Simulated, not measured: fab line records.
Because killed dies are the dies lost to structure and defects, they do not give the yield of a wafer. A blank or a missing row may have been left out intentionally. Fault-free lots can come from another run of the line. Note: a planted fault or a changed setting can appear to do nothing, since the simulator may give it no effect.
What tool caused it?    flow nand-harc    Sampling: 12 lots, 36 wafers, 4 of 1302 route steps

## WHAT EACH GAUGE READ, for each wafer
NHARC_A_M1_THK_MEAS_24: measures by xrf.
lot   measured      on             thk-nm (nm)
L075  day 23 01:59  film-metro-02  152.5 153.5 153.2
L077  day 24 11:32  film-metro-01  155.9 154.7 153.3
L080  day 24 23:44  film-metro-01  153.2 154.7 154.9
L081  day 26 09:52  film-metro-01  156.3 155.3 153.6
L082  day 26 18:53  film-metro-01  152.7 155.4 152.5
L084  day 27 22:36  film-metro-01  156.8 156.6 155.0
L087  day 28 14:46  film-metro-02  155.0 154.1 153.4
L089  day 28 20:40  film-metro-02  152.7 151.8 152.5
L090  day 30 05:59  film-metro-02  154.0 151.6 151.7
L093  day 31 05:05  film-metro-01  154.1 156.2 154.5
L095  day 31 21:59  film-metro-02  156.1 154.9 157.3
L094  day 32 04:43  film-metro-02  154.6 154.1 152.4

## WHICH TOOL RAN EACH LOT (tool, then ch and the chambers of the sampled wafers, then the start)
lot   NHARC_A_M0_DEGAS_28           NHARC_A_M0_ANNEAL_30              NHARC_A_M1_DEGAS_29
L075  pvd-sputter-03, day 22 20:11  rtp-anneal-01 ch 0, day 22 20:58  pvd-sputter-01, day 23 00:36
L077  pvd-sputter-01, day 24 05:57  rtp-anneal-02 ch 0, day 24 06:41  pvd-sputter-01, day 24 10:08
L080  pvd-sputter-01, day 24 18:16  rtp-anneal-01 ch 0, day 24 19:00  pvd-sputter-03, day 24 22:19
L081  pvd-sputter-01, day 26 04:17  rtp-anneal-01 ch 0, day 26 05:08  pvd-sputter-01, day 26 08:28
L082  pvd-sputter-01, day 26 13:26  rtp-anneal-02 ch 0, day 26 14:16  pvd-sputter-02, day 26 17:29
L084  pvd-sputter-03, day 27 16:50  rtp-anneal-02 ch 0, day 27 17:44  pvd-sputter-01, day 27 21:11
L087  pvd-sputter-03, day 28 05:17  rtp-anneal-01 ch 0, day 28 06:07  pvd-sputter-01, day 28 13:22
L089  pvd-sputter-01, day 28 15:05  rtp-anneal-02 ch 0, day 28 15:55  pvd-sputter-02, day 28 19:16
L090  pvd-sputter-01, day 30 00:26  rtp-anneal-01 ch 0, day 30 01:13  pvd-sputter-01, day 30 04:36
L093  pvd-sputter-02, day 30 23:39  rtp-anneal-02 ch 0, day 31 00:23  pvd-sputter-01, day 31 03:41
L095  pvd-sputter-01, day 31 15:58  rtp-anneal-01 ch 0, day 31 16:53  pvd-sputter-01, day 31 20:35
L094  pvd-sputter-02, day 31 22:59  rtp-anneal-02 ch 0, day 31 23:56  pvd-sputter-01, day 32 03:20
- NHARC_A_M0_DEGAS_28: time 60 s.
- NHARC_A_M0_ANNEAL_30: time 90 s.
- NHARC_A_M1_DEGAS_29: time 60 s.

## THE ANSWER, worked out from the rows above alone
Rule: the usual values come from the lots themselves. The widest of any qualifying gaps counts: lots, ordered by their means at a reading, are off when they make up no more than a third of the lots, leave a main group of 4 or more, and stand apart from it by 3 or more times the standard deviation of that group's means. The tables above print the reading to a certain number of digits; a main group whose means all agree to those digits is not used. Also off: a lot with no number at a reading for which 4 or more lots have one. Where the step has rows for the other lots, those lots are counted as sound.
No lot is off on any of the readings shown, so nothing can be concluded from this.

## WHAT HAD BEEN PUT IN BY THE SIMULATOR
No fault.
